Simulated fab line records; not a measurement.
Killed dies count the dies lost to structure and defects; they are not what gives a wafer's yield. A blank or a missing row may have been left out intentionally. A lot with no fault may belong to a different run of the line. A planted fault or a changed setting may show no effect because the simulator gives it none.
Split-lot experiment | flow n5-finfet | 7 lots, 21 wafers read, on a route of 1938 steps

== ABOUT THE SPLIT ==
At N5_BEOL_M5_PECVD_70 (deposits SiO2 from TEOS/O2, target thk 16 nm, time 18 s), the setting temp-c was moved away from the recipe's 400 C on 5 of the 21 wafers read, by -4.4% to +1.8%. The other wafers ran this setting at the recipe's value.

== FROM THE SPLIT TO THE READING: what the file shows between them, 3 steps ==
- N5_BEOL_M5_TRENCH_ETCH_37: etches SiCOH lowk in C4F6/O2, target depth 71.652 nm, time 24.7 s (also split here: source-w)
- N5_BEOL_M5_ETCH_41: etches SiCN in CH3F/O2, target depth 31.5 nm, time 56.7 s
- N5_BEOL_M5_STRIP_91: strips in N2/H2, time 10 s

== THE READING ==
SiO2_of_BEOL_M5_PECVD_70.thk-nm (the simulator's own value, which no gauge read), in nm, at N5_BEOL_M5_HM_STRIP_39 (strips TiN in peroxide tin strip, target depth 25 nm, time 158 s). There is no usual value for it anywhere in the file. Across the 16 wafers here that went through the recipe, the average is 15.8 nm and the standard deviation 0.27 nm.

wafer  | tool, chamber at the split | temp-c as run, C | against the recipe | SiO2_of_BEOL_M5_PECVD_70.thk-nm, nm | against lot-mates on the recipe
L075.1 | pecvd-02, 1                | 400              | recipe             | 15.4                                | -
L075.2 | pecvd-02, 0                | 407.2            | +1.8%              | 14.6                                | -1.0
L075.6 | pecvd-02, 1                | 400              | recipe             | 15.8                                | -
L081.1 | pecvd-03, 0,1              | 400              | recipe             | 16                                  | -
L081.6 | pecvd-03, 0,1              | 400              | recipe             | 16                                  | -
L081.3 | pecvd-03, 2                | 400              | recipe             | 15.6                                | -
L082.1 | pecvd-03, 1,0              | 400              | recipe             | 15.8                                | -
L082.3 | pecvd-03, 2                | 400              | recipe             | 15.2                                | -
L082.5 | pecvd-03, 1,0              | 400              | recipe             | 16                                  | -
L083.2 | pecvd-01, 1                | 382.2            | -4.4%              | 17.4                                | +1.4
L083.4 | pecvd-01, 2                | 382.2            | -4.4%              | 17.6                                | +1.6
L083.6 | pecvd-01, 1                | 400              | recipe             | 16                                  | -
L084.2 | pecvd-02, 0                | 400              | recipe             | 15.4                                | -
L084.5 | pecvd-02, 0                | 400              | recipe             | 15.4                                | -
L084.6 | pecvd-02, 1                | 400              | recipe             | 15.8                                | -
L087.3 | pecvd-01, 2,0              | 387.4            | -3.2%              | 17.2                                | +1.2
L087.4 | pecvd-01, 2,0              | 387.4            | -3.2%              | 17.2                                | +1.2
L087.5 | pecvd-01, 2                | 400              | recipe             | 16                                  | -
L089.1 | pecvd-01, 0                | 400              | recipe             | 15.6                                | -
L089.5 | pecvd-01, 2                | 400              | recipe             | 16                                  | -
L089.6 | pecvd-01, 1                | 400              | recipe             | 16                                  | -
If several chambers appear in one row, that row covers several wafers at once and the file leaves open which wafer was in which chamber.

THE FIT
A straight line over all 21 wafers: SiO2_of_BEOL_M5_PECVD_70.thk-nm changes by -0.433 nm for each +1% of temp-c; r = -0.94; the points scatter about the line by 0.27 nm.
The same after taking each lot's own level away (the mean of its wafers on the recipe; 21 wafers): -0.368 nm for each +1%; r = -0.94; scatter 0.22 nm.
That fit puts the effect of the largest move of temp-c on the reading at 1.6 nm.
From 15.53 to 16.00 nm: that is the span of the lots' own levels, equal to 1.7 times the standard deviation above.
So the lot-to-lot level changes the slope: the two fits differ.
Check: for one of the wafers moved furthest among these (-4.4%), held out of the fit, the line's prediction against its lot-mates is +1.71 nm. It came out at +1.4 nm against them.

== THESE WAFERS: OTHER SPLITS ==
Note: prior to the reading, these wafers also went through further splits. Each is held against what the fit with the lots' levels taken away leaves over:
other split on the same wafers     | wafers away from the commonest value | r with SiO2_of_BEOL_M5_PECVD_70.thk-nm (lot level and that fit taken away)
N5_BEOL_M1_COAT_05 spin-rpm        | 10                                   | +0.15
N5_BEOL_M3_COAT_67 spin-rpm        | 11                                   | -0.27
N5_BEOL_M3_EXPOSE_25 dose-mj       | 7                                    | -0.30
N5_BEOL_M5_TRENCH_ETCH_37 source-w | 10                                   | +0.22

== THE WHOLE CHAIN: every reading that the file lists as answering this split, in the file's order ==
step                   | what it does                                                     | reading                                                                          | change (the file's fit)               | r (the file's)
N5_BEOL_M5_PECVD_70    | deposits SiO2 from TEOS/O2, target thk 16 nm, time 18 s          | SiO2_of_BEOL_M5_PECVD_70.thk-nm (the simulator's own value, which no gauge read) | -0.41 nm for each +1% of the setting  | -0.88
N5_BEOL_M5_HM_STRIP_39 | strips TiN in peroxide tin strip, target depth 25 nm, time 158 s | SiO2_of_BEOL_M5_PECVD_70.thk-nm (the simulator's own value, which no gauge read) | -0.372 nm for each +1% of the setting | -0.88

== THE FILE'S OWN FIT ==
SiO2_of_BEOL_M5_PECVD_70.thk-nm changes by -0.372 nm for each +1% of temp-c, r = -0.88.
